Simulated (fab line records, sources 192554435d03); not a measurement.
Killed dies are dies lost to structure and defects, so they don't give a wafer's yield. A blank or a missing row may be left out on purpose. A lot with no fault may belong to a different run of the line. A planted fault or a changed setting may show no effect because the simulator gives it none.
A single fault, viewed from 2 desks ; flow n5_finfet ; each desk holds nothing but its own numbers, with what lay behind them at the end

THE TOOL OWNER'S DESK: ald_sin-04
The tool's own readings at N5_FIN_SAQP_SPACER1_ALD_24 (deposits SiO2, target thk 20.3 nm, pulse time 1 s, purge time 2 s): means of the sampled wafers that have a number, for each lot that ran on this tool. Marked OUT: a lot whose mean sits more than 4 standard deviations from the usual mean, which makes it out of limits; the brackets give that distance.
Columns: A = heater_power_w at N5_FIN_SAQP_SPACER1_ALD_24, usual 485 W; B = precursor_pulse_height_rel at N5_FIN_SAQP_SPACER1_ALD_24, usual 1.002
lot;first seen here;A;B
L970;day 2 00:49;484;1.006
L974;day 3 01:02;513;1.006
L977;day 3 18:46;506;1.006
L984;day 5 11:39;516;0.980
L985;day 5 17:46;494;0.997
This desk found nothing out of limits on any of the 5 lots.

AT THE METROLOGY DESK
What the gauges read for every lot (on any tool): the sampled wafers with a number, averaged. Marked OUT: a lot whose mean sits more than 4 standard deviations from the usual mean, which makes it out of limits; the brackets give that distance. Of its 11 readings 7 are shown: the one that was out of limits first, and those that lie furthest out on some lot.
Columns: A = cd_nm at N5_FIN_SAQP_CD_MEAS_27, usual 20.28 nm; B = DIBL_N at N5_BEOL_M4_RC_MEAS_101, usual 35.7 mV/V; C = DIBL_P at N5_BEOL_M4_RC_MEAS_101, usual 35.4 mV/V; D = IOFF_P at N5_BEOL_M4_RC_MEAS_101, usual 0.20 nA/um; E = ION_P at N5_BEOL_M4_RC_MEAS_101, usual 461 uA/um; F = SS_P at N5_BEOL_M4_RC_MEAS_101, usual 73.1 mV/dec; G = VT_P at N5_BEOL_M4_RC_MEAS_101, usual -251 mV
lot;first seen here;A;B;C;D;E;F;G
L970;day 2 01:44;20.17;35.8;38.0;0.24;467;73.9;-246
L972;day 2 12:56;20.42;36.0;35.2;0.24;464;73.6;-247
L974;day 3 02:00;20.33;36.3;37.0;0.19;458;73.5;-254
L977;day 3 19:43;20.25;35.8;36.3;0.20;462;73.0;-250
L984;day 5 12:34;19.21 (-5.4) OUT;36.1;35.7;0.21;460;73.0;-250
L985;day 5 18:40;18.84 (-7.2) OUT;35.7;34.9;0.17;454;73.2;-255
L988;day 6 12:55;20.24;38.3;38.1;0.27;475;74.4;-245
L989;day 6 19:23;20.31;34.5;33.8;0.18;459;72.7;-253
L993;day 7 20:22;20.19;34.7;33.5;0.19;461;72.8;-251
Finding of this desk: L984, L985 out of limits; the first was L984 at day 5 12:34, on cd_nm at N5_FIN_SAQP_CD_MEAS_27. Within limits: L970, L972, L974, L977, L988, L989, L993.

PUT TOGETHER
The metrology desk could have raised an alarm at day 5 12:34, on L984, L985.
Nothing out of limits was seen by the tool owner's desk.
Tool owner's desk: L984, L985 on record, inside its limits.
On ald_sin-04, each named lot ran N5_FIN_SAQP_SPACER1_ALD_24.

WHAT THE SIMULATOR HAD INSERTED
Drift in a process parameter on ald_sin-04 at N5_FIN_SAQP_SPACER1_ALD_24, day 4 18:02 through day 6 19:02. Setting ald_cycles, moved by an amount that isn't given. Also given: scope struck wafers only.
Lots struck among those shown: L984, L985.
Delay in hours, fault start to first out-of-limits reading, per desk: metrology desk 19.
